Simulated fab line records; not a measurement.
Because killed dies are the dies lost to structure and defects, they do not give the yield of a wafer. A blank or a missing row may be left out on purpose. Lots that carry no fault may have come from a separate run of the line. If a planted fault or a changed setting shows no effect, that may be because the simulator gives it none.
Chamber matching + flow n5Finfet + N5_BEOL_M2_ALD_84 on aldMetal-03: 4 sister chambers
The step deposits TaN, pulse time 2 s, purge time 3 s, co reactant purge time 2 s. 14 wafers are shown with their chamber, then 7 later ones without.

## WAFERS WITH THEIR CHAMBER
| wafer  | chamber | heaterPowerW (W) |
|--------|---------|------------------|
| L082.1 | 1       | 431              |
| L082.4 | 3       | 489              |
| L082.5 | 2       | 397              |
| L081.1 | 3       | 496              |
| L081.4 | 2       | 400              |
| L081.5 | 0       | 399              |
| L084.1 | 2       | 390              |
| L084.2 | 3       | 499              |
| L084.5 | 0       | 402              |
| L085.3 | 1       | 411              |
| L085.4 | 0       | 395              |
| L085.5 | 1       | 426              |
| L087.1 | 0       | 399              |
| L087.4 | 0       | 401              |

SIGNATURES (means of the wafers above)
| reading      | chamber 0 | chamber 1 | chamber 2 | chamber 3 | scatter within a chamber |
|--------------|-----------|-----------|-----------|-----------|--------------------------|
| heaterPowerW | 399.20    | 422.67    | 395.67    | 494.67    | 5.92                     |
Rule: distance of a wafer from a chamber = root of the sum over the readings of ((wafer's reading minus chamber's mean) / reading's scatter) squared. The wafer belongs to the nearest chamber; if the next one is less than 2 further off, it can't be placed. The scatter is the square root of a quotient: the sum, over the shown wafers, of each reading's squared deviation from its chamber's mean, divided by wafers minus chambers.

## WAFERS WITH NO CHAMBER GIVEN
| wafer  | heaterPowerW (W) |
|--------|------------------|
| L087.6 | 497              |
| L093.2 | 399              |
| L093.3 | 509              |
| L093.5 | 409              |
| L094.1 | 388              |
| L094.4 | 399              |
| L094.5 | 389              |

## WHICH CHAMBER EACH ONE RAN IN
| wafer  | from the rows above          | in truth |
|--------|------------------------------|----------|
| L087.6 | 3                            | 3        |
| L093.2 | can't be placed: 0 or 2      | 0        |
| L093.3 | 3                            | 3        |
| L093.5 | can't be placed: 0 or 2 or 1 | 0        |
| L094.1 | can't be placed: 2 or 0      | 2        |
| L094.4 | can't be placed: 0 or 2      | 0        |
| L094.5 | can't be placed: 2 or 0      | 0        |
Correct placement for 2 of the 7. Unplaceable from these rows: 5, with the true chamber sitting among the candidates in 5. Placed wrongly: 0.
